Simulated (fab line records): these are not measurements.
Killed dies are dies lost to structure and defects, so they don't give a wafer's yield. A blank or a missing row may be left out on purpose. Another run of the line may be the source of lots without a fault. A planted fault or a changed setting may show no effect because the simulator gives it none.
Chamber matching :: flow n5 finfet :: N5_DUMMY_GATE_STRIP_40 on rie diel-03: 4 sister chambers
The step strips in CF4. 8 wafers are shown with their chamber, then 8 later ones without.

== EACH WAFER AND ITS CHAMBER ==
wafer: L076.4
chamber: 0
showerhead plenum p Torr (Torr): 1.82
rf vpp V (V): 273.0

wafer: L082.4
chamber: 1
showerhead plenum p Torr (Torr): 1.77
rf vpp V (V): 271.4

wafer: L089.5
chamber: 3
showerhead plenum p Torr (Torr): 1.72
rf vpp V (V): 267.1

wafer: L089.6
chamber: 2
showerhead plenum p Torr (Torr): 1.79
rf vpp V (V): 270.8

wafer: L090.3
chamber: 3
showerhead plenum p Torr (Torr): 1.72
rf vpp V (V): 269.0

wafer: L090.4
chamber: 1
showerhead plenum p Torr (Torr): 1.77
rf vpp V (V): 270.5

wafer: L090.6
chamber: 0
showerhead plenum p Torr (Torr): 1.81
rf vpp V (V): 272.6

wafer: L092.2
chamber: 2
showerhead plenum p Torr (Torr): 1.79
rf vpp V (V): 270.3

== WAFERS WITHOUT THEIR CHAMBER ==
wafer: L092.3
showerhead plenum p Torr (Torr): 1.81
rf vpp V (V): 271.7

wafer: L092.4
showerhead plenum p Torr (Torr): 1.77
rf vpp V (V): 270.7

wafer: L093.1
showerhead plenum p Torr (Torr): 1.77
rf vpp V (V): 270.1

wafer: L093.2
showerhead plenum p Torr (Torr): 1.78
rf vpp V (V): 269.5

wafer: L093.4
showerhead plenum p Torr (Torr): 1.72
rf vpp V (V): 268.5

wafer: L096.3
showerhead plenum p Torr (Torr): 1.72
rf vpp V (V): 268.1

wafer: L096.5
showerhead plenum p Torr (Torr): 1.81
rf vpp V (V): 271.8

wafer: L096.6
showerhead plenum p Torr (Torr): 1.72
rf vpp V (V): 269.7

== WHICH CHAMBER EACH WENT THROUGH ==
wafer: L092.3
from the rows above: 0
in truth: 0

wafer: L092.4
from the rows above: 1
in truth: 1

wafer: L093.1
from the rows above: 1
in truth: 1

wafer: L093.2
from the rows above: can't be placed: 2 or 1
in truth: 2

wafer: L093.4
from the rows above: 3
in truth: 3

wafer: L096.3
from the rows above: 3
in truth: 3

wafer: L096.5
from the rows above: 0
in truth: 0

wafer: L096.6
from the rows above: 3
in truth: 3
Correctly placed: 7 of 8. Not placeable from these rows: 1 (in 1, the candidates include the true chamber). 0 placed wrongly.
How it was worked out, from the rows above alone: a wafer's distance from a chamber is the root of the sum, over the readings, of the square of ((its reading less the chamber's mean) divided by the reading's scatter). The wafer belongs to the nearest chamber; if the next one is less than 2 further off, it can't be placed. Each chamber's mean is taken over the wafers shown for it. The scatter: the root of (the sum of the squares of (reading less its chamber's mean) over the shown wafers, divided by (wafers less chambers)).
